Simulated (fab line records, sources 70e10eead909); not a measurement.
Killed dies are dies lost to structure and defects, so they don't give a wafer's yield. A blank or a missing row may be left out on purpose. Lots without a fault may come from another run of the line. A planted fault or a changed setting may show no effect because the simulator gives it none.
fab line records | flow nand_harc
record lots=11 wafers=33 last_day=33
route steps=1302 shown A_STAIRCASE@702
lots that met no fault: from a run of the same line without faults
start_h: hours from the record's first day to the start of the lot's first wafer shown | wait_h: hours since the lot's step before | " the same as in the row above | L1.1+2: a row that stands for several wafers | - no value, or no start given | * or withheld: withheld | < > ~ a bound
route shown NAME@n: a module of which the file shows steps, and the number in the route of the first | usual: mean/standard deviation of fault-free wafers | same: alike in all rows | chamber/n: place in a boat | sites: the reading at each site | _std_site: their standard deviation | _edge_site: outer sites' mean less inner sites' | radius_mm: how far each site lies from the wafer's centre | mask NAME#n: copy n | behind: the tool/chamber that last shaped the wafer | hold: why the lot was held/for how many hours/how that ended | device: the transistor (n, p or np) that didn't switch | end of line: the same wafers' tests at the end of the route | a step without rows: its recipe alone | killed: dies lost to structure and defects at the first sort, not the wafer's yield | map: a wafer's dies, x killed, . not, _ none there
set.NAME: the setting as run; set.NAME@STEP: as run at that earlier step | model.NAME: the simulator's own value behind a step, which no gauge read
steps of the route over a sample of lots; a table a step, a row a wafer
services: from which hour (start_h, from the record's first day; less than 0 if before it) a tool's chamber was out of use, for how many hours, and why
## steps
# step NHARC_A_STAIRCASE_ETCH_188
# recipe target_depth_a=1000 time_s=40.5 ion_energy_ev=400 c4f8_flow_sccm=20 o2_flow_sccm=10 ar_flow_sccm=withheld rf_w=600 bias_w=1000 chemistry=C4F8/O2
# usual oes_product_au=0.938/0.013 rf_vpp_V=894/5.8
# columns lot.wafer tool chamber start_h wait_h oes_product_au rf_hours_counter_h rf_vpp_V
L438.1 rie_diel-11 0 - - 0.914 37 895
L438.5 " 0 " " 0.928 - 894
L438.6 " 1 " " 0.916 - 891
L439.3 rie_diel-04 3 - - 0.944 2 889
L439.4 " 0 " " 0.945 2 898
L439.2 " 2 " " 0.944 2 893
L441.3 rie_diel-11 3 - - 0.921 41 905
L441.1 " 0 " " 0.932 46 895
L441.5 " 3 " " 0.925 - 904
L444.1 rie_diel-05 0 - - 0.956 5 887
L444.2 " 1 " " 0.929 4 891
L444.3 " 3 " " 0.938 6 888
L445.3 rie_diel-05 0 - - 0.944 7 889
L445.4 " 2 " " 0.949 - 900
L445.5 " 3 " " 0.937 - 889
L446.4 rie_diel-04 3 - - 0.927 29 887
L446.1 " 1 " " 0.939 31 896
L446.6 " 3 " " 0.931 - 888
L449.4 rie_diel-05 0 - - 0.928 18 889
L449.1 " 2 " " 0.925 19 898
L449.6 " 3 " " 0.929 - 888
L455.1 rie_diel-04 3 - - 0.952 2 906
L455.2 " 1 " " 0.945 3 896
L455.5 " 3 " " 0.936 - 906
L457.4 rie_diel-11 3 - - 0.927 37 905
L457.1 " 0 " " 0.928 38 892
L457.5 " 3 " " 0.919 - 905
L459.1 rie_diel-05 0 - - 0.929 45 888
L459.6 " 1 " " 0.920 - 888
L459.5 " 2 " " 0.946 - 897
L458.2 rie_diel-04 2 - - 0.919 9 892
L458.5 " 2 " " 0.918 - 893
L458.6 " 3 " " 0.913 - 906
# step NHARC_A_STAIRCASE_TRIM_191
# recipe time_s=211.2 o2_flow_sccm=500 ar_flow_sccm=0 bias_w=0 chemistry=O2
# usual drypump_motor_current_A=5.9/0.42 o2_flow_sccm=500.0/1.5 oes_product_au=0.999/0.01 rf_vpp_V=57.6/0.91 showerhead_plenum_p_Torr=3.46/0.14 throttle_valve_pct=17.036/0.0085
# columns lot.wafer tool chamber start_h wait_h drypump_motor_current_A o2_flow_sccm oes_product_au rf_hours_counter_h rf_vpp_V showerhead_plenum_p_Torr throttle_valve_pct
L438.1 rie_diel-11 1 - - 5.8 499.1 0.992 37 59.4 3.43 17.050
L438.6 " 0 " " 6.2 499.2 1.002 - 57.2 3.49 17.053
L438.5 " 1 " " 5.8 499.8 0.992 - 57.9 3.43 17.040
L439.2 rie_diel-04 1 - - 5.7 499.6 1.006 1 58.6 3.56 17.039
L439.4 " 3 " " 5.6 500.9 0.992 2 56.6 3.30 17.023
L439.3 " 0 " " 6.6 500.7 1.016 2 58.5 3.59 17.041
L441.3 rie_diel-11 1 - - 5.8 502.3 0.992 46 58.7 3.43 17.034
L441.1 " 3 " " 5.4 499.0 0.989 42 57.7 3.78 17.028
L441.5 " 0 " " 6.3 497.4 0.994 - 59.3 3.48 17.035
L444.2 rie_diel-05 2 - - 6.3 500.9 1.005 6 58.0 3.58 17.038
L444.3 " 0 " " 6.7 500.0 1.011 5 56.5 3.32 17.050
L444.1 " 1 " " 5.3 495.8 0.986 4 57.6 3.38 17.037
L445.3 rie_diel-05 2 - - 6.3 500.2 0.998 9 57.2 3.58 17.033
L445.4 " 3 " " 5.8 500.3 0.991 - 57.0 3.33 17.036
L445.5 " 0 " " 6.7 499.5 1.016 - 57.1 3.32 17.032
L446.4 rie_diel-04 0 - - 6.6 498.4 1.011 31 59.4 3.57 17.028
L446.1 " 2 " " 5.6 500.0 0.992 29 56.6 3.44 17.051
L446.6 " 0 " " 6.6 502.2 1.011 - 57.6 3.57 17.028
L449.1 rie_diel-05 1 - - 5.3 498.2 0.988 15 57.7 3.37 17.038
L449.4 " 0 " " 6.7 502.5 1.021 18 59.5 3.32 17.060
L449.6 " 1 " " 5.3 497.3 0.983 - 58.6 3.37 17.042
L455.1 rie_diel-04 2 - - 5.6 500.5 0.999 3 56.9 3.43 17.028
L455.2 " 0 " " 6.6 500.8 1.015 3 57.6 3.56 17.025
L455.5 " 1 " " 5.7 499.6 1.002 - 57.6 3.53 17.041
L457.4 rie_diel-11 2 - - 5.5 499.4 1.023 33 59.0 3.29 17.040
L457.1 " 3 " " 5.4 502.2 0.981 37 58.2 3.75 17.048
L457.5 " 2 " " 5.5 501.3 1.010 - 57.4 3.29 17.034
L459.1 rie_diel-05 3 - - 5.8 500.7 0.992 49 57.9 3.31 17.036
L459.6 " 2 " " 6.2 498.1 1.011 - 57.8 3.56 17.035
L459.5 " 3 " " 5.8 499.3 0.987 - 57.0 3.31 17.040
L458.2 rie_diel-04 1 - - 5.6 497.7 0.994 8 56.8 3.53 17.050
L458.6 " 0 " " 6.6 501.6 1.012 - 56.9 3.55 17.047
L458.5 " 1 " " 5.7 497.8 1.000 - 58.0 3.52 17.042
# step NHARC_A_STAIRCASE_TRIM_198
# recipe time_s=211.2 o2_flow_sccm=500 ar_flow_sccm=0 bias_w=0 chemistry=O2
# usual drypump_motor_current_A=5.9/0.45 o2_flow_sccm=500.1/1.6 oes_product_au=0.998/0.011 rf_vpp_V=57.6/1 showerhead_plenum_p_Torr=3.45/0.14 throttle_valve_pct=17.036/0.0095
# columns lot.wafer tool chamber start_h wait_h drypump_motor_current_A o2_flow_sccm oes_product_au rf_hours_counter_h rf_vpp_V showerhead_plenum_p_Torr throttle_valve_pct
L438.1 rie_diel-05 0 - - 6.7 499.2 1.012 38 56.8 3.33 17.034
L438.6 " 0 " " 6.7 502.3 1.000 - 56.4 3.33 17.020
L438.5 " 1 " " 5.4 499.2 1.007 - 56.5 3.39 17.045
L439.2 rie_diel-05 3 - - 5.8 502.0 0.984 39 58.8 3.34 17.048
L439.3 " 0 " " 6.7 500.8 1.005 39 57.3 3.33 17.034
L439.4 " 1 " " 5.3 497.6 1.004 38 56.5 3.38 17.036
L441.1 rie_diel-04 2 - - 5.6 503.0 0.996 10 58.0 3.45 17.043
L441.3 " 3 " " 5.6 502.7 0.987 8 57.8 3.30 17.041
L441.5 " 2 " " 5.6 502.7 0.997 - 57.1 3.45 17.026
L444.1 rie_diel-04 0 - - 6.6 498.9 1.001 26 56.6 3.58 17.018
L444.3 " 1 " " 5.7 498.7 1.007 24 58.3 3.55 17.031
L444.2 " 2 " " 5.6 501.3 0.991 22 58.9 3.45 17.033
L445.3 rie_diel-05 3 - - 5.8 501.9 0.984 9 57.2 3.33 17.026
L445.5 " 3 " " 5.8 501.7 0.984 - 56.5 3.33 17.043
L445.4 " 0 " " 6.7 501.0 1.003 - 58.9 3.32 17.032
L446.1 rie_diel-05 1 - - 5.3 494.5 0.993 8 58.3 3.38 17.033
L446.4 " 3 " " 5.8 502.1 0.996 12 57.0 3.33 17.029
L446.6 " 0 " " 6.7 500.3 1.019 - 56.8 3.32 17.026
L449.4 rie_diel-05 3 - - 5.8 497.8 1.006 21 57.5 3.32 17.048
L449.1 " 0 " " 6.7 499.8 1.020 19 57.3 3.32 17.025
L449.6 " 1 " " 5.3 498.2 0.996 - 57.6 3.37 17.039
L457.4 rie_diel-11 0 - - 6.3 500.1 0.979 39 58.3 3.45 17.030
L457.1 " 3 " " 5.4 500.9 0.984 38 58.3 3.75 17.038
L457.5 " 0 " " 6.3 499.2 0.979 - 57.4 3.45 17.026
L455.1 rie_diel-05 1 - - 5.3 500.7 0.990 43 58.2 3.36 17.034
L455.2 " 2 " " 6.2 497.8 1.017 49 59.6 3.56 17.058
L455.5 " 3 " " 5.7 499.3 0.998 - 56.9 3.31 17.038
L459.1 rie_diel-05 0 - - 6.7 500.9 0.998 45 57.0 3.30 17.024
L459.6 " 2 " " 6.2 498.7 1.013 - 58.0 3.56 17.051
L459.5 " 3 " " 5.8 501.4 0.995 - 57.6 3.31 17.030
L458.2 rie_diel-11 0 - - 6.3 494.5 0.983 44 56.8 3.45 17.034
L458.5 " 2 " " 5.5 499.7 1.000 - 56.7 3.29 17.031
L458.6 " 3 " " 5.4 499.9 0.996 - 58.6 3.75 17.031
# step NHARC_A_STAIRCASE_TRIM_200
# recipe time_s=211.2 o2_flow_sccm=500 ar_flow_sccm=0 bias_w=0 chemistry=O2
# usual drypump_motor_current_A=5.9/0.46 o2_flow_sccm=499.9/1.6 oes_product_au=0.999/0.01 rf_vpp_V=57.6/0.98 showerhead_plenum_p_Torr=3.45/0.14 throttle_valve_pct=17.036/0.0093
# columns lot.wafer tool chamber start_h wait_h drypump_motor_current_A o2_flow_sccm oes_product_au rf_hours_counter_h rf_vpp_V showerhead_plenum_p_Torr throttle_valve_pct
L438.1 rie_diel-05 0 365.34 - 6.7 500.2 0.999 38 56.3 3.33 17.049
L438.6 " 3 " " 5.8 499.7 0.996 - 57.9 3.34 17.036
L438.5 " 0 " " 6.7 498.4 1.004 - 56.2 3.33 17.023
L439.3 rie_diel-05 0 375.24 - 6.7 501.4 1.009 39 56.5 3.33 17.036
L439.4 " 1 " " 5.3 500.2 1.003 38 58.1 3.38 17.037
L439.2 " 3 " " 5.8 500.4 0.988 39 57.9 3.34 17.029
L441.1 rie_diel-04 1 391.73 - 5.7 500.6 1.002 9 58.7 3.56 17.036
L441.3 " 2 " " 5.6 500.8 0.987 10 57.3 3.45 17.026
L441.5 " 1 " " 5.7 502.1 1.002 - 56.9 3.56 17.036
L444.2 rie_diel-04 2 429.79 - 5.6 498.6 1.004 22 58.5 3.45 17.037
L444.1 " 3 " " 5.6 499.5 0.996 24 56.1 3.29 17.042
L444.3 " 1 " " 5.7 500.5 1.013 24 56.7 3.55 17.028
L445.3 rie_diel-05 3 436.14 - 5.8 503.2 0.993 9 57.3 3.33 17.056
L445.4 " 2 " " 6.2 502.4 1.007 - 58.6 3.58 17.040
L445.5 " 0 " " 6.7 502.5 1.000 - 57.0 3.32 17.041
L446.4 rie_diel-05 2 447.56 - 6.2 399.2 1.002 12 58.6 3.10 15.294
L446.1 " 3 " " 5.8 400.6 0.993 12 57.9 2.88 15.327
L446.6 " 2 " " 6.2 399.9 0.999 - 58.3 3.10 15.300
L449.1 rie_diel-05 2 471.24 - 6.2 396.1 1.015 20 56.5 3.10 15.305
L449.4 " 3 " " 5.8 399.2 0.999 21 58.0 2.88 15.291
L449.6 " 0 " " 6.7 399.6 1.012 - 58.1 2.87 15.307
L457.4 rie_diel-11 1 549.77 - 5.8 499.8 0.995 35 57.4 3.40 17.040
L457.1 " 0 " " 6.3 501.4 0.986 39 57.7 3.45 17.050
L457.5 " 2 " " 5.5 498.0 1.022 - 57.2 3.29 17.031
L455.2 rie_diel-05 2 549.97 - 6.2 500.5 1.015 49 57.8 3.56 17.036
L455.1 " 3 " " 5.8 500.1 0.994 46 58.8 3.31 17.027
L455.5 " 0 " " 6.7 496.7 1.008 - 55.8 3.30 17.037
L459.1 rie_diel-05 0 568.83 - 6.7 499.9 1.016 46 56.7 3.30 17.025
L459.6 " 1 " " 5.3 499.5 0.995 - 58.1 3.35 17.043
L459.5 " 2 " " 6.2 501.7 1.017 - 58.5 3.56 17.054
L458.2 rie_diel-11 1 569.66 - 5.8 499.8 0.989 41 57.3 3.40 17.039
L458.5 " 2 " " 5.5 499.9 0.994 - 58.1 3.29 17.033
L458.6 " 3 " " 5.4 496.2 0.988 - 59.7 3.75 17.032
## services
# columns tool chamber start_h hours kind
rie_diel-04 - 357.72 9.0 pm
rie_diel-05 0 361.24 - clean
rie_diel-05 1 361.24 - clean
rie_diel-05 2 361.24 - clean
rie_diel-05 3 361.24 - clean
rie_diel-11 1 368.49 3.0 repair
rie_diel-05 - 379.33 0.6 repair
rie_diel-11 0 382.77 2.6 repair
rie_diel-05 0 385.74 - clean
rie_diel-05 1 385.74 - clean
rie_diel-05 2 385.74 - clean
rie_diel-05 3 385.74 - clean
rie_diel-05 2 387.19 2.6 repair
rie_diel-04 2 396.83 6.5 repair
rie_diel-05 - 406.66 9.0 pm
rie_diel-05 0 406.66 9.0 vent_cycle
rie_diel-05 1 406.66 9.0 vent_cycle
rie_diel-05 2 406.66 9.0 vent_cycle
rie_diel-05 3 406.66 9.0 vent_cycle
rie_diel-05 0 415.66 - clean
rie_diel-05 1 430.65 7.7 repair
rie_diel-11 - 433.46 9.0 pm
rie_diel-04 3 453.51 2.3 repair
rie_diel-04 - 534.72 9.0 pm
## key
first_sign step=NHARC_A_STAIRCASE_TRIM_200 reading=throttle_valve_pct direction=down sigmas=99+ usual=17.036 struck=15.304
effect step=NHARC_A_STAIRCASE_TRIM_200 reading=o2_flow_sccm direction=down sigmas=65 usual=* struck=*
met_at NHARC_A_STAIRCASE_TRIM_200
struck_lots L446,L449
tester_left_out L446,L449
not_acting_at NHARC_A_STAIRCASE_ETCH_188,NHARC_A_STAIRCASE_TRIM_191,NHARC_A_STAIRCASE_TRIM_198
onset_between 436.14 447.56
fault kind=process_parameter_drift tool=rie_diel-05 chamber=- onset_h=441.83 steps=NHARC_A_STAIRCASE_TRIM_200 channel=o2_flow_sccm offset=* shape=step end_h=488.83 acts_in=* stated=*
# tester_left_out: of these lots the tester's yield and bins aren't shown, on N5 and GAA mostly nor the transistor test; their killed dies are dies lost to structure and defects alone, not to doping, threshold or leakage, so they don't give the yield
